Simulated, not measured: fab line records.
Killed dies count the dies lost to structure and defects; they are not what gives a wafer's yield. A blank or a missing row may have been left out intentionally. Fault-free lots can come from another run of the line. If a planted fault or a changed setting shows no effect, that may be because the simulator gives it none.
Chamber matching || flow nandHarc || NHARC_A_STAIRCASE_TRIM_20 on rieDiel-11: 4 sister chambers
The step chemistry O2, time 211.2 s. 14 wafers are shown with their chamber, then 7 later ones without.

## EACH WAFER AND ITS CHAMBER
{"wafer": "L081.1", "chamber": 2, "drypumpMotorCurrentA (A)": 6.1, "showerheadPlenumPTorr (Torr)": 3.27, "oesProductAu (a.u.)": 1.005}
{"wafer": "L081.3", "chamber": 0, "drypumpMotorCurrentA (A)": 5.4, "showerheadPlenumPTorr (Torr)": 3.73, "oesProductAu (a.u.)": 0.998}
{"wafer": "L081.6", "chamber": 0, "drypumpMotorCurrentA (A)": 5.4, "showerheadPlenumPTorr (Torr)": 3.73, "oesProductAu (a.u.)": 1.003}
{"wafer": "L082.1", "chamber": 1, "drypumpMotorCurrentA (A)": 5.4, "showerheadPlenumPTorr (Torr)": 3.60, "oesProductAu (a.u.)": 1.015}
{"wafer": "L082.3", "chamber": 3, "drypumpMotorCurrentA (A)": 6.3, "showerheadPlenumPTorr (Torr)": 3.35, "oesProductAu (a.u.)": 1.001}
{"wafer": "L082.5", "chamber": 3, "drypumpMotorCurrentA (A)": 6.3, "showerheadPlenumPTorr (Torr)": 3.35, "oesProductAu (a.u.)": 0.989}
{"wafer": "L082.2", "chamber": 0, "drypumpMotorCurrentA (A)": 5.3, "showerheadPlenumPTorr (Torr)": 3.73, "oesProductAu (a.u.)": 0.979}
{"wafer": "L082.4", "chamber": 2, "drypumpMotorCurrentA (A)": 6.1, "showerheadPlenumPTorr (Torr)": 3.81, "oesProductAu (a.u.)": 0.995}
{"wafer": "L082.6", "chamber": 0, "drypumpMotorCurrentA (A)": 5.3, "showerheadPlenumPTorr (Torr)": 3.73, "oesProductAu (a.u.)": 0.988}
{"wafer": "L084.1", "chamber": 3, "drypumpMotorCurrentA (A)": 6.3, "showerheadPlenumPTorr (Torr)": 3.35, "oesProductAu (a.u.)": 1.009}
{"wafer": "L084.3", "chamber": 2, "drypumpMotorCurrentA (A)": 6.1, "showerheadPlenumPTorr (Torr)": 3.81, "oesProductAu (a.u.)": 1.009}
{"wafer": "L084.6", "chamber": 0, "drypumpMotorCurrentA (A)": 5.4, "showerheadPlenumPTorr (Torr)": 3.72, "oesProductAu (a.u.)": 0.991}
{"wafer": "L088.1", "chamber": 1, "drypumpMotorCurrentA (A)": 5.4, "showerheadPlenumPTorr (Torr)": 3.60, "oesProductAu (a.u.)": 1.015}
{"wafer": "L088.3", "chamber": 0, "drypumpMotorCurrentA (A)": 5.4, "showerheadPlenumPTorr (Torr)": 3.72, "oesProductAu (a.u.)": 1.003}

SIGNATURES (means of the wafers above)
{"reading": "drypumpMotorCurrentA", "chamber 0": 5.367, "chamber 1": 5.400, "chamber 2": 6.100, "chamber 3": 6.300, "scatter within a chamber": 0.0365}
{"reading": "showerheadPlenumPTorr", "chamber 0": 3.7267, "chamber 1": 3.6000, "chamber 2": 3.6300, "chamber 3": 3.3500, "scatter within a chamber": 0.139}
{"reading": "oesProductAu", "chamber 0": 0.99367, "chamber 1": 1.01500, "chamber 2": 1.00300, "chamber 3": 0.99967, "scatter within a chamber": 0.00868}
Rule: a wafer's distance from a chamber is the root of the sum, over the readings, of the square of ((its reading less the chamber's mean) divided by the reading's scatter). If the next closest chamber is less than 2 further off than the closest, the wafer can't be placed; otherwise it belongs to the closest. The scatter: take each reading less its chamber's mean, square it, sum over the shown wafers, divide by the number of wafers less the number of chambers, and take the root.

## WAFERS MISSING THEIR CHAMBER
{"wafer": "L088.5", "drypumpMotorCurrentA (A)": 6.3, "showerheadPlenumPTorr (Torr)": 3.35, "oesProductAu (a.u.)": 1.002}
{"wafer": "L091.2", "drypumpMotorCurrentA (A)": 6.3, "showerheadPlenumPTorr (Torr)": 3.34, "oesProductAu (a.u.)": 1.017}
{"wafer": "L091.5", "drypumpMotorCurrentA (A)": 6.1, "showerheadPlenumPTorr (Torr)": 3.79, "oesProductAu (a.u.)": 1.007}
{"wafer": "L091.6", "drypumpMotorCurrentA (A)": 6.3, "showerheadPlenumPTorr (Torr)": 3.34, "oesProductAu (a.u.)": 1.013}
{"wafer": "L096.2", "drypumpMotorCurrentA (A)": 5.4, "showerheadPlenumPTorr (Torr)": 3.70, "oesProductAu (a.u.)": 0.999}
{"wafer": "L096.5", "drypumpMotorCurrentA (A)": 5.4, "showerheadPlenumPTorr (Torr)": 3.58, "oesProductAu (a.u.)": 1.009}
{"wafer": "L096.6", "drypumpMotorCurrentA (A)": 6.1, "showerheadPlenumPTorr (Torr)": 3.79, "oesProductAu (a.u.)": 1.011}

## CHAMBER TAKEN BY EACH
{"wafer": "L088.5", "from the rows above": 3, "in truth": 3}
{"wafer": "L091.2", "from the rows above": 3, "in truth": 3}
{"wafer": "L091.5", "from the rows above": 2, "in truth": 2}
{"wafer": "L091.6", "from the rows above": 3, "in truth": 3}
{"wafer": "L096.2", "from the rows above": "can't be placed: 0 or 1", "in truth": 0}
{"wafer": "L096.5", "from the rows above": "can't be placed: 1 or 0", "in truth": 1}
{"wafer": "L096.6", "from the rows above": 2, "in truth": 2}
Placed correctly: 5 of 7. Cannot be placed on the basis of these rows: 2; the candidates contain the true chamber in 2. Number placed wrongly: 0.
